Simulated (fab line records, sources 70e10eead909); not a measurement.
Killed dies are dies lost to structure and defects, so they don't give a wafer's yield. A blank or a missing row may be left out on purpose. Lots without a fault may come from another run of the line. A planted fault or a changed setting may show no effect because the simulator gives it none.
fab line records | flow nand_harc
record lots=5 wafers=15 last_day=25
route steps=1159 shown P_ZERO_WELL@29 END@1159
lots that met no fault: from a run of the same line without faults
start_h: hours from the record's first day to the start of the lot's first wafer shown | wait_h: hours since the lot's step before | " the same as in the row above | L1.1+2: a row that stands for several wafers | - no value, or no start given | * or withheld: withheld | < > ~ a bound
route shown NAME@n: a module of which the file shows steps, and the number in the route of the first | usual: mean/standard deviation of fault-free wafers | same: alike in all rows | chamber/n: place in a boat | sites: the reading at each site | _std_site: their standard deviation | _edge_site: outer sites' mean less inner sites' | radius_mm: how far each site lies from the wafer's centre | mask NAME#n: copy n | behind: the tool/chamber that last shaped the wafer | hold: why the lot was held/for how many hours/how that ended | device: the transistor (n, p or np) that didn't switch | end of line: the same wafers' tests at the end of the route | a step without rows: its recipe alone | killed: dies lost to structure and defects at the first sort, not the wafer's yield | map: a wafer's dies, x killed, . not, _ none there
set.NAME: the setting as run; set.NAME@STEP: as run at that earlier step | model.NAME: the simulator's own value behind a step, which no gauge read
lots at some steps of the route; a table a step, a row a wafer
services: from which hour (start_h, from the record's first day; less than 0 if before it) a tool's chamber was out of use, for how many hours, and why
## steps
# step NHARC_P_ZERO_WELL_CD_MEAS_24
# recipe target_cd_nm=720 landing_energy_ev=500
# usual cd_nm=719.4/2.2
# columns lot.wafer tool chamber start_h wait_h cd_nm
L806.2 cd_sem-01 0 26.63 - 718.9
L806.4 " 0 " " 719.4
L806.5 " 0 " " 723.6
L807.2 cd_sem-03 0 32.59 - 715.5
L807.4 " 0 " " 715.4
L807.6 " 0 " " 717.4
L818.1 cd_sem-03 0 98.60 - 722.2
L818.3 " 0 " " 721.5
L818.4 " 0 " " 718.6
L826.2 cd_sem-02 0 146.69 - 721.2
L826.4 " 0 " " 718.8
L826.6 " 0 " " 719.9
L827.1 cd_sem-03 0 152.45 - 718.5
L827.5 " 0 " " 721.0
L827.6 " 0 " " 723.2
# step NHARC_P_ZERO_WELL_HARDBAKE_25
# recipe temp_c=125 time_s=80
# step NHARC_P_ZERO_WELL_DESCUM_26
# recipe time_s=3 o2_flow_sccm=200 ar_flow_sccm=0 bias_power_w=0 chemistry=O2
# usual drypump_motor_current_A=5.6/0.54 oes_product_au=1.005/0.011 rf_vpp_V=58.1/0.86 showerhead_plenum_p_Torr=1.97/0.092 throttle_valve_pct=11.311/0.0094
# columns lot.wafer tool chamber start_h wait_h drypump_motor_current_A oes_product_au rf_hours_counter_h rf_vpp_V showerhead_plenum_p_Torr throttle_valve_pct
L806.2 rie_diel-10 2 26.81 - 4.9 0.997 1 56.5 1.78 11.303
L806.4 " 3 " " 6.1 1.024 2 58.3 1.90 11.322
L806.5 " 0 " " 5.2 1.005 - 57.0 1.79 11.314
L807.4 rie_diel-08 2 32.77 - 6.4 0.996 4 60.0 1.99 11.314
L807.2 " 0 " " 4.8 1.006 5 60.1 2.04 11.323
L807.6 " 2 " " 6.4 0.994 - 58.8 1.99 11.319
L818.1 rie_diel-10 0 98.76 - 5.3 1.001 7 58.3 1.79 11.307
L818.4 " 1 " " 5.4 0.996 8 57.5 1.96 11.320
L818.3 " 2 " " 4.9 0.992 8 57.8 1.78 11.297
L826.2 rie_diel-10 2 146.86 - 4.9 1.014 11 58.4 1.78 11.320
L826.4 " 3 " " 6.0 1.021 9 58.3 1.90 11.307
L826.6 " 1 " " 5.5 1.021 - 58.2 1.96 11.306
L827.1 rie_diel-08 1 152.63 - 5.7 1.019 2 58.1 1.97 11.300
L827.6 " 3 " " 5.3 1.007 - 59.8 2.05 11.309
L827.5 " 0 " " 4.8 1.014 - 57.5 2.04 11.316
# step NHARC_P_ZERO_WELL_IMPLANT_27
# recipe energy_kev=600 dose_cm2=1e+13 tilt_deg=7
# step NHARC_P_ZERO_WELL_IMPLANT_57
# recipe energy_kev=250 dose_cm2=4e+12 tilt_deg=7
# step NHARC_P_ZERO_WELL_IMPLANT_58
# recipe energy_kev=100 dose_cm2=2e+12 tilt_deg=7
# step NHARC_P_ZERO_WELL_STRIP_28
# recipe time_s=840 temp_c=130 chemistry=SPM
# step NHARC_P_ZERO_WELL_DEHYDRATE_29
# recipe temp_c=150 time_s=120
# step NHARC_P_ZERO_WELL_HMDS_30
# recipe time_s=30
# step NHARC_P_ZERO_WELL_COAT_31
# recipe spin_rpm=withheld
# step NHARC_P_ZERO_WELL_SOFTBAKE_32
# recipe temp_c=122 time_s=95
# step NHARC_P_ZERO_WELL_EBR_33
# step NHARC_P_ZERO_WELL_EXPOSE_34
# recipe na=0.6 target_cd_nm=720 dose_mj=22.31 mask_id=P_PWELL
# columns lot.wafer tool chamber start_h wait_h mask
L806.2+4+5 krf_scanner-04 0 28.11 - P_NWELL#0
L807.2+4+6 krf_scanner-04 0 33.97 - P_PWELL#0
L818.1+3+4 krf_scanner-04 0 100.08 - P_PWELL#0
L826.2+4+6 krf_scanner-03 0 148.18 - P_PWELL#0
L827.1+5+6 krf_scanner-01 0 153.93 - P_PWELL#0
# step NHARC_P_ZERO_WELL_PEB_35
# recipe peb_temp_c=118 peb_time_s=85
# step NHARC_P_ZERO_WELL_DEVELOP_36
# recipe time_s=70
# step NHARC_P_ZERO_WELL_CD_MEAS_37
# recipe target_cd_nm=720 landing_energy_ev=500
# usual cd_nm=721.0/2.2
# columns lot.wafer tool chamber start_h wait_h cd_nm
L806.2 cd_sem-01 0 28.27 - -
L806.4 " 0 " " -
L806.5 " 0 " " -
L807.2 cd_sem-01 0 34.12 - 722.9
L807.4 " 0 " " 717.0
L807.6 " 0 " " 716.2
L818.1 cd_sem-02 0 100.24 - 718.5
L818.3 " 0 " " 721.4
L818.4 " 0 " " 721.4
L826.2 cd_sem-03 0 148.34 - 720.8
L826.4 " 0 " " 718.9
L826.6 " 0 " " 723.9
L827.1 cd_sem-02 0 154.08 - 719.7
L827.5 " 0 " " 721.8
L827.6 " 0 " " 720.9
# step NHARC_P_ZERO_WELL_HARDBAKE_38
# recipe temp_c=125 time_s=80
# step NHARC_END_SORT_01
# recipe temp_c=25
# usual killed_at_array=28/11 killed_at_other=0.7/0.88 killed_at_periphery=3.1/2.2 killed_dies=31/12 killed_open=3.3/2 killed_short=2.0/1.6
# same gross_dies=677
# columns lot.wafer tool chamber start_h wait_h killed_at_array killed_at_other killed_at_periphery killed_dies killed_open killed_short
L807.2 prober-02 0 459.96 2.8 23 0 2 25 4 4
L807.4 prober-02 0 461.59 3.4 19 1 1 21 3 0
L807.6 prober-02 0 463.21 4.1 16 1 0 17 2 1
L806.2 prober-01 0 459.99 2.8 15 1 661 677 2 1
L806.4 prober-01 0 461.56 3.4 15 2 660 677 3 0
L806.5 prober-01 0 462.35 3.6 25 0 652 677 5 2
L827.1 prober-02 0 593.36 2.5 35 4 7 46 5 0
L827.5 prober-02 0 596.56 3.7 35 2 7 44 2 5
L827.6 prober-02 0 597.36 4.0 34 1 3 38 4 2
# killed by level:class
L807.2 A_SLIT:chamber_film_flake=8 A_BLC:chamber_film_flake=3 A_BLC:geometric_particle:open=2 A_CHANNEL_HOLE_D1:chamber_film_flake=2 A_CONTACT:chamber_film_flake=2 P_GATE:geometric_particle:short=1 P_M0:geometric_particle:open=1 A_ONON_D1:geometric_particle:short=1
L806.2 P_ZERO_WELL:area_expose=655 A_CHANNEL_HOLE_D1:chamber_film_flake=10 P_ZERO_WELL:chamber_film_flake=2 P_GATE:chamber_film_flake=2 A_CONTACT:chamber_film_flake=2 P_M0:geometric_particle:open=1 A_SOURCE_PLATE:geometric_particle:open=1 A_WL_FILL:geometric_particle:short=1
L806.4 P_ZERO_WELL:area_expose=658 A_CHANNEL_HOLE_D1:chamber_film_flake=6 A_CHANNEL_FILL_D1:chamber_film_flake=2 A_BLC:geometric_particle:open=2 THIN_TSV:chamber_film_flake=2 A_CHANNEL_HOLE_D1:geometric_particle:open=1 P_CONTACT:chamber_film_flake=1 P_M2:chamber_film_flake=1
L807.4 A_SLIT:chamber_film_flake=9 A_BLC:chamber_film_flake=2 A_WL_FILL:chamber_film_flake=2 A_CONTACT:chamber_film_flake=2 A_ONON_D1:geometric_particle:open=1 A_BLC:geometric_particle:open=1 A_M0:geometric_particle:open=1 P_BONDPAD:chamber_film_flake=1
L806.5 P_ZERO_WELL:area_expose=646 A_CHANNEL_HOLE_D1:chamber_film_flake=13 P_ZERO_WELL:chamber_film_flake=3 A_CONTACT:chamber_film_flake=3 P_CONTACT:geometric_particle:open=2 A_WL_FILL:geometric_particle:open=2 A_STAIRCASE:chamber_film_flake=2 P_M0:geometric_particle:open=1
L807.6 A_SLIT:chamber_film_flake=8 A_WL_FILL:chamber_film_flake=3 A_CHANNEL_HOLE_D1:chamber_film_flake=2 A_CHANNEL_FILL_D1:geometric_particle:open=1 A_M1:geometric_particle:open=1 STARTING-WAFER:geometric_particle:short=1 A_CONTACT:chamber_film_flake=1
L827.1 A_SLIT:chamber_film_flake=16 A_CONTACT:chamber_film_flake=7 A_M0:chamber_film_flake=5 THIN_TSV:chamber_film_flake=4 P_STI:chamber_film_flake=3 A_CHANNEL_HOLE_D1:chamber_film_flake=3 P_GATE:chamber_film_flake=2 P_CONTACT:geometric_particle:open=1
L827.5 A_SLIT:chamber_film_flake=10 A_CONTACT:chamber_film_flake=7 A_CHANNEL_HOLE_D1:chamber_film_flake=5 P_STI:chamber_film_flake=3 A_WL_FILL:chamber_film_flake=3 P_BONDPAD:chamber_film_flake=2 A_STAIRCASE:chamber_film_flake=2 A_SGD_CUT:chamber_film_flake=2
L827.6 A_SLIT:chamber_film_flake=13 A_CONTACT:chamber_film_flake=4 A_CHANNEL_HOLE_D1:chamber_film_flake=3 A_STAIRCASE:chamber_film_flake=3 A_M0:chamber_film_flake=3 A_CONTACT:geometric_particle:open=2 P_BONDPAD:chamber_film_flake=2 P_M0:geometric_particle:open=1
# map L806.2 (x killed, . not)
____________x____________
_________xxxxxxx_________
_______xxxxxxxxxxx_______
______xxxxxxxxxxxxx______
_____xxxxxxxxxxxxxxx_____
____xxxxxxxxxxxxxxxxx____
____xxxxxxxxxxxxxxxxx____
___xxxxxxxxxxxxxxxxxxx___
___xxxxxxxxxxxxxxxxxxx___
__xxxxxxxxxxxxxxxxxxxxx__
__xxxxxxxxxxxxxxxxxxxxx__
_xxxxxxxxxxxxxxxxxxxxxxx_
_xxxxxxxxxxxxxxxxxxxxxxx_
_xxxxxxxxxxxxxxxxxxxxxxx_
_xxxxxxxxxxxxxxxxxxxxxxx_
_xxxxxxxxxxxxxxxxxxxxxxx_
xxxxxxxxxxxxxxxxxxxxxxxxx
xxxxxxxxxxxxxxxxxxxxxxxxx
xxxxxxxxxxxxxxxxxxxxxxxxx
xxxxxxxxxxxxxxxxxxxxxxxxx
xxxxxxxxxxxxxxxxxxxxxxxxx
_xxxxxxxxxxxxxxxxxxxxxxx_
_xxxxxxxxxxxxxxxxxxxxxxx_
_xxxxxxxxxxxxxxxxxxxxxxx_
_xxxxxxxxxxxxxxxxxxxxxxx_
_xxxxxxxxxxxxxxxxxxxxxxx_
__xxxxxxxxxxxxxxxxxxxxx__
__xxxxxxxxxxxxxxxxxxxxx__
___xxxxxxxxxxxxxxxxxxx___
___xxxxxxxxxxxxxxxxxxx___
____xxxxxxxxxxxxxxxxx____
____xxxxxxxxxxxxxxxxx____
_____xxxxxxxxxxxxxxx_____
______xxxxxxxxxxxxx______
_______xxxxxxxxxxx_______
_________xxxxxxx_________
____________x____________
# map L807.2 (x killed, . not)
____________.____________
_________..x...._________
_______..........._______
______.............______
_____..............._____
____..........x......____
____.................____
___...................___
___...................___
__.....................__
__.............x.......__
_....x.................._
_......................._
_....................x.._
_......................._
_......................._
.........................
.........................
....................x...x
.....................x...
.........................
_.....................xx_
_....................xxx_
_.....................x._
_...................xxx._
_...........x...x.....x._
__....................x__
__....x...x....x.......__
___...................___
___...................___
____.................____
____x................____
_____..............._____
______.............______
_______..........._______
_________......._________
____________.____________
## services
# columns tool chamber start_h hours kind
rie_diel-08 2 3.98 5.5 repair
rie_diel-10 0 6.22 12.1 repair
rie_diel-10 1 8.50 - clean
rie_diel-10 2 8.50 - clean
rie_diel-10 3 8.50 - clean
rie_diel-10 0 33.00 - clean
rie_diel-10 1 33.00 - clean
rie_diel-10 2 33.00 - clean
rie_diel-10 3 33.00 - clean
krf_scanner-01 - 35.97 2.0 repair
krf_scanner-04 0 52.81 - calibration
rie_diel-10 0 57.50 - clean
rie_diel-10 1 57.50 - clean
rie_diel-10 2 57.50 - clean
rie_diel-10 3 57.50 - clean
krf_scanner-03 - 59.30 1.2 repair
rie_diel-10 3 65.00 14.7 repair
rie_diel-10 0 82.00 - clean
rie_diel-10 1 82.00 - clean
rie_diel-10 2 82.00 - clean
krf_scanner-01 - 84.00 4.0 pm
krf_scanner-04 - 105.08 0.6 repair
rie_diel-08 - 124.86 9.0 pm
krf_scanner-04 - 137.06 4.0 pm
## key
first_sign step=NHARC_P_ZERO_WELL_EXPOSE_34 reading=mask direction=changed
effect step=NHARC_P_ZERO_WELL_CD_MEAS_37 reading=cd_nm direction=missing
effect step=NHARC_END_SORT_01 reading=killed_at_periphery direction=up sigmas=99+ usual=3.1 struck=657.7
more_kills_born_at NHARC_P_ZERO_WELL_EXPOSE_34@krf_scanner-04=1959
met_at NHARC_P_ZERO_WELL_EXPOSE_34
struck_wafers L806.2,L806.4,L806.5
later_rows_left_out L806.2,L806.4,L806.5
tester_left_out L806
fault kind=wrong_mask tool=any chamber=- onset_h=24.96 steps=NHARC_P_ZERO_WELL_EXPOSE_34 aux_copy=P_NWELL#0 scope=struck_lots_only
# tester_left_out: of these lots the tester's yield and bins aren't shown, on N5 and GAA mostly nor the transistor test; their killed dies are dies lost to structure and defects alone, not to doping, threshold or leakage, so they don't give the yield
# later_rows_left_out: the simulator's readings of these wafers behind a module that went badly wrong aren't trusted and aren't shown, but for the sort
